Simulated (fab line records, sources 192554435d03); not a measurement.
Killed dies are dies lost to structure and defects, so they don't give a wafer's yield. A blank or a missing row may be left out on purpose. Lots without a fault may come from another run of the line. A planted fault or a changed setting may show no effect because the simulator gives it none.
fab line records | flow n5_finfet
record lots=11 wafers=33 last_day=17
route steps=1938 shown BEOL_M8@1378 PAD_METAL@1896 PASSIVATION@1909
lots that met no fault: from a run of the same line without faults
start_h: hours from the record's first day to the start of the lot's first wafer shown | wait_h: hours since the lot's step before | " the same as in the row above | L1.1+2: a row that stands for several wafers | - no value, or no start given | * or withheld: withheld | < > ~ a bound
route shown NAME@n: a module of which the file shows steps, and the number in the route of the first | usual: mean/standard deviation of fault-free wafers | same: alike in all rows | chamber/n: place in a boat | sites: the reading at each site | _std_site: their standard deviation | _edge_site: outer sites' mean less inner sites' | radius_mm: how far each site lies from the wafer's centre | mask NAME#n: copy n | behind: the tool/chamber that last shaped the wafer | hold: why the lot was held/for how many hours/how that ended | device: the transistor (n, p or np) that didn't switch | end of line: the same wafers' tests at the end of the route | a step without rows: its recipe alone | killed: dies lost to structure and defects at the first sort, not the wafer's yield | map: a wafer's dies, x killed, . not, _ none there
set.NAME: the setting as run; set.NAME@STEP: as run at that earlier step | model.NAME: the simulator's own value behind a step, which no gauge read
steps of the route over a sample of lots; a table a step, a row a wafer
services: from which hour (start_h, from the record's first day; less than 0 if before it) a tool's chamber was out of use, for how many hours, and why
## steps
# step N5_BEOL_M8_ETCH_41
# recipe chemistry=CH3F/O2 target=SiCN target_depth_a=319 taper_deg=2 time_s=57.8 ion_energy_ev=120 mask_material=TiN pressure_mtorr=30 source_w=395 bias_w=75 Ar_flow_sccm=150 CH3F_flow_sccm=30 O2_flow_sccm=20
# usual drypump_motor_current_A=5.5/0.45 oes_product_au=0.79/0.079 rf_vpp_V=297.3/1.5 showerhead_plenum_p_Torr=2.00/0.064 throttle_valve_pct=16.44/0.27
# columns lot.wafer tool chamber start_h wait_h drypump_motor_current_A oes_product_au rf_hours_counter_h rf_vpp_V showerhead_plenum_p_Torr throttle_valve_pct
L633.1 rie_diel-02 0 196.19 - 5.6 0.75 180 298.1 1.99 16.65
L633.5 " 3 " " 4.9 0.73 - 297.6 2.00 16.38
L633.6 " 2 " " 5.0 0.71 - 295.3 1.91 16.71
L634.1 rie_diel-01 3 210.44 - 6.2 0.81 109 299.9 2.10 16.68
L634.2 " 2 " " 5.6 0.90 38 301.2 2.12 15.89
L634.4 " 1 " " 6.1 0.76 128 295.4 1.92 16.57
L635.4 rie_diel-01 3 212.95 - 6.2 0.80 110 299.2 2.10 16.68
L635.5 " 0 " " 6.0 0.94 - 297.0 2.04 16.10
L635.6 " 3 " " 6.2 0.81 - 298.9 2.10 16.67
L636.1 rie_diel-01 3 221.28 - 6.2 0.80 112 298.5 2.09 16.67
L636.2 " 1 " " 6.1 0.75 132 295.6 1.92 16.58
L636.6 " 0 " " 5.9 0.94 - 297.3 2.04 16.10
L637.1 rie_diel-01 2 221.76 - 5.6 0.89 42 299.2 2.12 15.88
L637.4 " 1 " " 6.1 0.76 132 296.5 1.92 16.58
L637.6 " 3 " " 6.2 0.80 - 298.2 2.10 16.68
L642.1 rie_diel-02 1 248.62 - 5.3 0.87 38 297.4 1.95 16.10
L642.2 " 0 " " 5.6 0.73 198 295.9 1.99 16.68
L642.6 " 0 " " 5.6 0.74 - 296.5 1.99 16.68
L646.3 rie_diel-02 1 275.48 - 5.4 0.86 47 295.8 1.95 16.13
L646.5 " 2 " " 5.0 0.69 - 296.2 1.90 16.75
L646.6 " 3 " " 4.9 0.72 - 296.2 1.99 16.42
L648.1 rie_diel-01 1 296.11 - 6.0 0.74 164 296.3 1.91 16.65
L648.4 " 1 " " 6.0 0.73 - 294.7 1.91 16.62
L648.6 " 0 " " 5.9 0.88 - 298.9 2.03 16.16
L650.3 rie_diel-01 1 304.83 - 6.1 0.72 166 294.7 1.91 16.64
L650.4 " 2 " " 5.6 0.84 71 300.7 2.11 15.94
L650.6 " 0 " " 6.0 0.88 - 297.6 2.03 16.18
L653.1 rie_diel-02 0 319.79 - 5.6 0.70 223 297.0 1.98 16.73
L653.2 " 3 " " 4.9 0.70 209 296.6 1.99 16.46
L653.3 " 1 " " 5.4 0.84 62 295.6 1.94 16.16
L656.3 rie_diel-01 3 335.43 - 6.2 0.76 157 297.1 2.08 16.75
L656.4 " 1 " " 6.1 0.72 179 297.1 1.91 16.67
L656.6 " 3 " " 6.2 0.76 - 297.8 2.08 16.74
# step N5_PASSIVATION_AL_DEP_21
# recipe material=Al target_thk_a=28000 temp_c=400 time_s=170 power_w=30000 chamber_pressure_pa=0.4 gas=Ar
# usual substrate_temp_c=400.00/0.25 throttle_valve_pct=29.4/0.89
# columns lot.wafer tool chamber start_h wait_h substrate_temp_c throttle_valve_pct
L633.1 pvd_sputter-01 - 259.94 0.1 400.08 28.1
L633.5 " - " " 400.11 31.6
L633.6 " - " " 399.92 28.1
L636.1 pvd_sputter-01 - 273.03 0.1 399.23 28.9
L636.2 " - " " 400.48 27.9
L636.6 " - " " 399.83 28.1
L637.1 pvd_sputter-01 - 275.63 0.1 400.07 31.9
L637.4 " - " " 400.15 28.2
L637.6 " - " " 400.14 28.0
L635.4 pvd_sputter-02 - 278.00 0.1 399.91 29.6
L635.5 " - " " 399.78 29.0
L635.6 " - " " 399.87 29.5
L634.1 pvd_sputter-02 - 278.93 0.1 399.82 29.6
L634.2 " - " " 400.07 29.2
L634.4 " - " " 399.88 29.9
L642.1 pvd_sputter-01 - 312.32 0.1 400.30 31.4
L642.2 " - " " 400.20 28.8
L642.6 " - " " 399.97 31.8
L646.3 pvd_sputter-02 - 339.74 0.1 400.32 29.3
L646.5 " - " " 400.30 29.6
L646.6 " - " " 399.77 29.0
L648.1 pvd_sputter-03 - 362.01 0.1 399.91 29.2
L648.4 " - " " 400.23 30.2
L648.6 " - " " 400.43 29.2
L650.3 pvd_sputter-02 - 366.55 0.1 400.24 29.3
L650.4 " - " " 400.06 29.0
L650.6 " - " " 400.14 29.1
L653.1 pvd_sputter-01 - 392.28 0.1 399.98 27.9
L653.2 " - " " 400.35 28.8
L653.3 " - " " 399.89 31.6
L656.3 pvd_sputter-01 - 405.20 0.1 400.12 29.6
L656.4 " - " " 399.46 31.3
L656.6 " - " " 399.85 31.5
# step N5_PASSIVATION_AL_ETCH_33
# recipe chemistry=Cl2/BCl3 target_depth_a=28000 over_etch_frac=0.15 Cl2_flow_sccm=180 bcl3_flow_sccm=60 target=Al stop_on=TaN time_s=466.7 ion_energy_ev=100 pressure_mtorr=10 icp_w=900 bias_w=100
# usual bcl3_flow_sccm=59.99/0.17 drypump_motor_current_A=5.9/0.46 oes_product_au=0.70/0.073 throttle_valve_pct=34.34/0.12
# same over_etch_frac=0.15
# columns lot.wafer tool chamber start_h wait_h bcl3_flow_sccm drypump_motor_current_A oes_product_au rf_hours_counter_h throttle_valve_pct
L633.1 rie_metal-01 0 260.90 0.1 59.89 6.1 0.59 103 34.41
L633.5 " 0 " " 59.96 6.1 0.59 - 34.40
L633.6 " 1 " " 60.03 5.6 0.71 - 34.34
L636.1 rie_metal-03 1 273.80 0.1 59.97 5.3 0.80 13 34.37
L636.2 " 0 " " 59.62 6.2 0.67 49 34.22
L636.6 " 1 " " 59.99 5.3 0.81 - 34.39
L637.1 rie_metal-03 1 276.57 0.1 60.19 5.3 0.80 13 34.36
L637.4 " 1 " " 60.13 5.3 0.80 - 34.35
L637.6 " 1 " " 60.07 5.3 0.80 - 34.37
L635.4 rie_metal-03 0 279.09 0.2 59.96 6.2 0.66 - 34.25
L635.5 " 1 " " 59.98 5.3 0.79 - 34.40
L635.6 " 0 " " 60.08 6.2 0.66 - 34.27
L634.1 rie_metal-03 1 279.70 0.1 60.21 5.3 0.79 14 34.40
L634.2 " 0 " " 60.31 6.2 0.66 50 34.26
L634.4 " 1 " " 60.39 5.3 0.79 - 34.41
L642.1 rie_metal-02 1 313.09 0.1 60.06 6.5 0.70 52 34.01
L642.2 " 0 " " 60.08 6.6 0.70 47 34.51
L642.6 " 0 " " 60.19 6.7 0.70 - 34.51
L646.3 rie_metal-03 0 340.52 0.2 59.68 6.2 0.66 - 34.27
L646.5 " 1 " " 59.95 5.3 0.77 - 34.39
L646.6 " 0 " " 59.30 6.2 0.65 - 34.28
L648.1 rie_metal-01 1 363.10 0.1 59.99 5.6 0.68 47 34.35
L648.4 " 1 " " 59.86 5.6 0.69 - 34.35
L648.6 " 1 " " 59.87 5.6 0.68 - 34.36
L650.3 rie_metal-01 0 367.46 0.2 59.58 6.0 0.89 - 34.36
L650.4 " 1 " " 59.97 5.6 0.68 - 34.39
L650.6 " 1 " " 60.09 5.6 0.68 - 34.40
L653.1 rie_metal-02 1 392.93 0.1 60.05 6.5 0.68 57 34.04
L653.2 " 0 " " 60.18 6.6 0.68 52 34.52
L653.3 " 1 " " 60.22 6.5 0.68 - 34.02
L656.3 rie_metal-02 0 406.04 0.2 59.81 6.6 0.68 - 34.56
L656.4 " 1 " " 59.90 6.5 0.67 - 34.02
L656.6 " 0 " " 60.22 6.6 0.67 - 34.57
# step N5_PASSIVATION_OVL_MEAS_66
# recipe points_per_wafer=44
# usual PASS_OPEN_OVL=-3/4.4
# columns lot.wafer tool chamber start_h wait_h PASS_OPEN_OVL[nm]
L633.1 overlay-01 0 262.66 0.0 3
L633.5 " 0 " " 2
L633.6 " 0 " " -6
L636.1 overlay-01 0 275.57 0.0 -5
L636.2 " 0 " " -14
L636.6 " 0 " " -12
L637.1 overlay-02 0 278.22 0.0 -2
L637.4 " 0 " " -3
L637.6 " 0 " " 5
L635.4 overlay-02 0 280.68 0.0 -1
L635.5 " 0 " " 1
L635.6 " 0 " " -8
L634.1 overlay-02 0 281.29 0.0 -7
L634.2 " 0 " " -6
L634.4 " 0 " " -3
L642.1 overlay-01 0 314.81 0.0 -10
L642.2 " 0 " " 1
L642.6 " 0 " " -1
L646.3 overlay-02 0 342.15 0.0 -6
L646.5 " 0 " " 1
L646.6 " 0 " " 2
L648.1 overlay-02 0 365.18 0.0 -5
L648.4 " 0 " " -7
L648.6 " 0 " " -1
L650.3 overlay-02 0 369.07 0.0 -1
L650.4 " 0 " " -5
L650.6 " 0 " " -4
L653.1 overlay-02 0 394.66 0.0 3
L653.2 " 0 " " -3
L653.3 " 0 " " 0
L656.3 overlay-01 0 407.51 0.0 -3
L656.4 " 0 " " -1
L656.6 " 0 " " 1
# step N5_PASSIVATION_PROBE_49
# usual defect_limited_yield=91.1/1.4 killed_at_M0_to_M3=35/8.7 killed_at_M4_up=14/5.3 killed_at_contacts=12/6.2 killed_at_front_end=41/12 killed_at_other=3.4/2.6 killed_dies=105/16 killed_open=67/13 killed_short=36/7.3 sort_bin_5_function=5.2/0.96 sort_bin_6_memory=3.3/0.6 sort_n_pass=1075/16 sort_yield_pct=91.1/1.4
# same gross_dies=1180 killed_at_back_side=0 sort_bin_4_leakage[%]=0 sort_bin_8_speed[%]=0
# columns lot.wafer tool chamber start_h wait_h defect_limited_yield[%] killed_at_M0_to_M3 killed_at_M4_up killed_at_contacts killed_at_front_end killed_at_other killed_dies killed_open killed_short sort_bin_5_function[%] sort_bin_6_memory[%] sort_n_pass sort_yield_pct[%]
L636.1 prober-02 - 278.98 0.0 83.0 33 105 21 37 5 201 64 38 11.9 4.1 979 83.0
L636.2 prober-02 - 279.03 0.1 90.3 33 7 21 49 5 115 87 27 5.6 4.1 1065 90.3
L636.6 prober-02 - 279.23 0.3 92.1 19 10 19 45 0 93 58 34 4.4 3.3 1087 92.1
L637.1 prober-02 - 281.32 0.0 90.1 41 5 17 49 5 117 74 41 6.1 3.6 1063 90.1
L637.4 prober-02 - 281.47 0.2 89.2 47 9 11 55 5 127 70 54 6.4 3.7 1053 89.2
L637.6 prober-02 - 281.57 0.3 82.5 41 116 5 41 3 206 59 41 10.5 5.4 974 82.5
L634.1 prober-02 - 284.77 0.0 91.9 35 20 9 29 3 96 62 34 4.9 2.9 1084 91.9
L634.2 prober-02 - 284.82 0.1 90.4 37 13 13 46 4 113 68 44 5.6 3.8 1067 90.4
L634.4 prober-02 - 284.92 0.2 89.4 48 17 7 50 3 125 82 43 6.6 3.5 1055 89.4
# killed by level:class
L636.1 BEOL_M8:unspecified=96 MOL_CONTACT_COAG:geometric_particle:open=16 BEOL_M2:geometric_particle:open=9 STI_FIN_REVEAL:geometric_particle:open=9 FIN_SAQP:geometric_particle:open=6 BEOL_M0_SAQP:geometric_particle:open=6 MOL_CONTACT_COAG:geometric_particle:short=5 FIN_SAQP:geometric_particle:short=4
L636.2 STI_FIN_REVEAL:geometric_particle:open=17 MOL_CONTACT_COAG:geometric_particle:open=17 BEOL_M0_SAQP:geometric_particle:short=9 BEOL_M2:geometric_particle:open=8 DUMMY_GATE:geometric_particle:open=7 BEOL_M0_SAQP:geometric_particle:open=7 STI_FIN_REVEAL:geometric_particle:short=6 STARTING-WAFER:geometric_particle:open=5
L636.6 MOL_CONTACT_COAG:geometric_particle:open=15 STI_FIN_REVEAL:geometric_particle:open=11 FIN_SAQP:geometric_particle:short=8 STARTING-WAFER:geometric_particle:short=7 FIN_SAQP:geometric_particle:open=6 BEOL_M2:geometric_particle:open=6 BEOL_M0_SAQP:geometric_particle:open=5 GATE_CUT:geometric_particle:short=4
L637.1 BEOL_M0_SAQP:geometric_particle:short=16 MOL_CONTACT_COAG:geometric_particle:open=14 FIN_SAQP:geometric_particle:open=12 BEOL_M1:geometric_particle:open=7 GATE_CUT:geometric_particle:open=6 GATE_CUT:geometric_particle:short=6 FIN_SAQP:geometric_particle:short=5 BEOL_M2:geometric_particle:open=5
L637.4 FIN_SAQP:geometric_particle:short=19 FIN_SAQP:geometric_particle:open=15 BEOL_M0_SAQP:geometric_particle:short=15 BEOL_M0_SAQP:geometric_particle:open=9 MOL_CONTACT_COAG:geometric_particle:open=9 BEOL_M1:geometric_particle:open=7 BEOL_M3:geometric_particle:open=5 STI_FIN_REVEAL:geometric_particle:open=4
L637.6 BEOL_M8:unspecified=104 FIN_SAQP:geometric_particle:short=17 BEOL_M0_SAQP:geometric_particle:open=11 BEOL_M0_SAQP:geometric_particle:short=10 BEOL_M1:geometric_particle:open=8 FIN_SAQP:geometric_particle:open=7 STI_FIN_REVEAL:geometric_particle:open=6 BEOL_M2:geometric_particle:open=6
L634.1 STI_FIN_REVEAL:geometric_particle:open=12 BEOL_M4:geometric_particle:open=12 BEOL_M0_SAQP:geometric_particle:short=10 MOL_CONTACT_COAG:geometric_particle:open=9 BEOL_M0_SAQP:geometric_particle:open=6 BEOL_M0:geometric_particle:open=6 FIN_SAQP:geometric_particle:short=4 BEOL_M3:geometric_particle:short=4
L634.2 STI_FIN_REVEAL:geometric_particle:open=15 BEOL_M0_SAQP:geometric_particle:short=13 MOL_CONTACT_COAG:geometric_particle:open=12 FIN_SAQP:geometric_particle:short=9 BEOL_M3:geometric_particle:open=6 DUMMY_GATE:geometric_particle:open=5 BEOL_M0_SAQP:geometric_particle:open=5 BEOL_M0:geometric_particle:open=5
L634.4 STI_FIN_REVEAL:geometric_particle:open=15 FIN_SAQP:geometric_particle:short=13 BEOL_M3:geometric_particle:open=11 FIN_SAQP:geometric_particle:open=9 BEOL_M2:geometric_particle:open=9 BEOL_M0_SAQP:geometric_particle:open=7 BEOL_M3:geometric_particle:short=6 MOL_CONTACT_COAG:geometric_particle:open=6
## services
# columns tool chamber start_h hours kind
rie_diel-02 0 180.49 4.4 repair
rie_diel-02 - 220.78 2.3 repair
rie_diel-01 3 270.15 5.9 repair
rie_diel-01 2 285.76 10.5 repair
rie_diel-01 0 307.46 4.7 repair
rie_diel-01 0 314.89 13.9 repair
rie_metal-03 - 319.20 0.7 repair
rie_diel-01 1 329.92 2.2 repair
rie_metal-01 0 350.01 - clean
rie_metal-01 0 350.01 17.0 scheduled_down
rie_metal-01 0 350.01 17.0 vent_cycle
rie_diel-01 - 352.40 0.5 repair
pvd_sputter-01 - 363.13 9.5 repair
pvd_sputter-02 - 369.14 3.4 repair
rie_metal-01 - 373.40 2.8 pm
rie_diel-01 - 374.73 2.8 pm
rie_diel-02 2 388.73 - clean
rie_diel-02 2 388.73 - consumable_replace:focus_ring
rie_diel-02 2 388.73 - consumable_replace:showerhead
rie_diel-02 2 388.73 12.4 scheduled_down
rie_diel-02 2 388.73 12.4 vent_cycle
rie_diel-01 0 391.51 7.0 repair
## key
first_sign step=N5_PASSIVATION_PROBE_49 reading=killed_at_M4_up direction=up sigmas=18 usual=14 struck=110
effect step=N5_PASSIVATION_PROBE_49 reading=defect_limited_yield direction=down sigmas=6 usual=91.1 struck=82.8
more_kills_born_at N5_BEOL_M8_ETCH_41@rie_diel-01=200
met_at N5_BEOL_M8_ETCH_41
struck_lots L636,L637
struck_wafers L636.1,L637.6
not_acting_at N5_PASSIVATION_AL_DEP_21,N5_PASSIVATION_AL_ETCH_33,N5_PASSIVATION_OVL_MEAS_66
onset_between 212.95 221.28
fault kind=chamber_particle_source tool=rie_diel-01 chamber=3 onset_h=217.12 steps=N5_BEOL_M8_ETCH_41 rate_per_visit_cm2=0.41619 end_h=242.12
